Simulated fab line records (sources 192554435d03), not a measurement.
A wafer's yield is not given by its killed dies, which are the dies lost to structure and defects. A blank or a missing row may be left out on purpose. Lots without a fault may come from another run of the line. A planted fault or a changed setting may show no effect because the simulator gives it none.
Lot-split experiment || flow n5-finfet || 21 wafers read from 7 lots, route of 1938 steps

== THE SPLIT ITSELF ==
At N5_ZERO_LAYER_EXPOSE_08 (exposes mask ZERO, defocus 0 nm, target cd 2000 nm), the setting dose-mj was moved away from the recipe's 16.2 on 7 of the 21 wafers read, by -5.8% to +5.4%. The other wafers ran this setting at the recipe's value.

== FROM THE SPLIT TO THE READING: what the file shows between them, 3 steps ==
- N5_ZERO_LAYER_PEB_09
- N5_ZERO_LAYER_DEVELOP_10: develop time 60 s
- N5_ZERO_LAYER_HARDBAKE_23: time 120 s

== THE READING ==
cd-nm at N5_ZERO_LAYER_CD_MEAS_11, given in nm (cd target 2000 nm). Typical for fault-free wafers on this fab line: 1998.7 nm, with standard deviation 1.6 nm.

{"wafer": "L079.1", "tool, chamber at the split": "krf-scanner-02, 0", "dose-mj as run": 15.4, "against the recipe": "-4.9%", "cd-nm, nm": 1989.1, "against lot-mates on the recipe": -12.2}
{"wafer": "L079.5", "tool, chamber at the split": "krf-scanner-02, 0", "dose-mj as run": 16.2, "against the recipe": "recipe", "cd-nm, nm": 2000.8, "against lot-mates on the recipe": "-"}
{"wafer": "L079.6", "tool, chamber at the split": "krf-scanner-02, 0", "dose-mj as run": 16.2, "against the recipe": "recipe", "cd-nm, nm": 2001.7, "against lot-mates on the recipe": "-"}
{"wafer": "L084.4", "tool, chamber at the split": "krf-scanner-02, 0", "dose-mj as run": 16.87, "against the recipe": "+4.1%", "cd-nm, nm": 2006.7, "against lot-mates on the recipe": "+9.0"}
{"wafer": "L084.5", "tool, chamber at the split": "krf-scanner-02, 0", "dose-mj as run": 16.2, "against the recipe": "recipe", "cd-nm, nm": 1997.0, "against lot-mates on the recipe": "-"}
{"wafer": "L084.6", "tool, chamber at the split": "krf-scanner-02, 0", "dose-mj as run": 16.2, "against the recipe": "recipe", "cd-nm, nm": 1998.5, "against lot-mates on the recipe": "-"}
{"wafer": "L087.2", "tool, chamber at the split": "krf-scanner-01, 0", "dose-mj as run": 15.26, "against the recipe": "-5.8%", "cd-nm, nm": 1990.3, "against lot-mates on the recipe": -10.7}
{"wafer": "L087.4", "tool, chamber at the split": "krf-scanner-01, 0", "dose-mj as run": 16.2, "against the recipe": "recipe", "cd-nm, nm": 2000.4, "against lot-mates on the recipe": "-"}
{"wafer": "L087.5", "tool, chamber at the split": "krf-scanner-01, 0", "dose-mj as run": 16.2, "against the recipe": "recipe", "cd-nm, nm": 2001.6, "against lot-mates on the recipe": "-"}
{"wafer": "L089.1", "tool, chamber at the split": "krf-scanner-02, 0", "dose-mj as run": 16.2, "against the recipe": "recipe", "cd-nm, nm": 2001.1, "against lot-mates on the recipe": "-"}
{"wafer": "L089.3", "tool, chamber at the split": "krf-scanner-02, 0", "dose-mj as run": 16.2, "against the recipe": "recipe", "cd-nm, nm": 2001.3, "against lot-mates on the recipe": "-"}
{"wafer": "L089.6", "tool, chamber at the split": "krf-scanner-02, 0", "dose-mj as run": 16.2, "against the recipe": "recipe", "cd-nm, nm": 2000.3, "against lot-mates on the recipe": "-"}
{"wafer": "L091.3", "tool, chamber at the split": "krf-scanner-02, 0", "dose-mj as run": 15.29, "against the recipe": "-5.6%", "cd-nm, nm": 1986.5, "against lot-mates on the recipe": -12.4}
{"wafer": "L091.4", "tool, chamber at the split": "krf-scanner-02, 0", "dose-mj as run": 16.2, "against the recipe": "recipe", "cd-nm, nm": 1998.9, "against lot-mates on the recipe": "-"}
{"wafer": "L091.6", "tool, chamber at the split": "krf-scanner-02, 0", "dose-mj as run": 15.29, "against the recipe": "-5.6%", "cd-nm, nm": 1986.2, "against lot-mates on the recipe": -12.7}
{"wafer": "L092.2", "tool, chamber at the split": "krf-scanner-02, 0", "dose-mj as run": 16.2, "against the recipe": "recipe", "cd-nm, nm": 1998.3, "against lot-mates on the recipe": "-"}
{"wafer": "L092.4", "tool, chamber at the split": "krf-scanner-02, 0", "dose-mj as run": 16.2, "against the recipe": "recipe", "cd-nm, nm": 1998.3, "against lot-mates on the recipe": "-"}
{"wafer": "L092.6", "tool, chamber at the split": "krf-scanner-02, 0", "dose-mj as run": 16.2, "against the recipe": "recipe", "cd-nm, nm": 1998.1, "against lot-mates on the recipe": "-"}
{"wafer": "L093.3", "tool, chamber at the split": "krf-scanner-01, 0", "dose-mj as run": 17.07, "against the recipe": "+5.4%", "cd-nm, nm": 2006.7, "against lot-mates on the recipe": "+9.7"}
{"wafer": "L093.5", "tool, chamber at the split": "krf-scanner-01, 0", "dose-mj as run": 17.07, "against the recipe": "+5.4%", "cd-nm, nm": 2006.1, "against lot-mates on the recipe": "+9.1"}
{"wafer": "L093.6", "tool, chamber at the split": "krf-scanner-01, 0", "dose-mj as run": 16.2, "against the recipe": "recipe", "cd-nm, nm": 1997.0, "against lot-mates on the recipe": "-"}

FIT RESULTS
A straight line over all 21 wafers: cd-nm changes by +1.8 nm for each +1% of dose-mj; r = +0.95; the points scatter about the line by 1.9 nm.
The same after taking each lot's own level away (the mean of its wafers on the recipe; 21 wafers): +2.04 nm for each +1%; r = +0.99; scatter 0.88 nm.
On that fit, the largest move of dose-mj shifts the reading by 12 nm.
From 1997.00 to 2001.25 nm: that is the span of the lots' own levels, equal to 2.7 times the standard deviation above.
So the slope is not independent of the lot-to-lot level: the two fits are not the same.
Check: with one of the wafers moved furthest among these (-5.8%) left out of the fit, the line predicts -12.4 nm for it against its lot-mates. It came out at -10.7 nm against them.

== THE WHOLE CHAIN: every reading that the file lists as answering this split, in the file's order ==
{"step": "N5_ZERO_LAYER_CD_MEAS_11", "what it does": "target cd 2000 nm", "reading": "cd-nm", "change (the file's fit)": "+2.07 nm for each +1% of the setting", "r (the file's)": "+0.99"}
{"step": "N5_ZERO_LAYER_DESCUM_16", "what it does": "chemistry O2, time 7.9 s", "reading": "ZERO_LAYER.cd-nm (the simulator's own value, which no gauge read)", "change (the file's fit)": "+2.03 nm for each +1% of the setting", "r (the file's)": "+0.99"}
{"step": "N5_ZERO_LAYER_ETCH_17", "what it does": "etches SiO2 in CF4, target depth 12 nm, time 13.3 s", "reading": "ZERO_LAYER.cd-nm (the simulator's own value, which no gauge read)", "change (the file's fit)": "+2.06 nm for each +1% of the setting", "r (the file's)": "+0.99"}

== FILE'S OWN FIT ==
cd-nm changes by +2.07 nm for each +1% of dose-mj, r = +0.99.
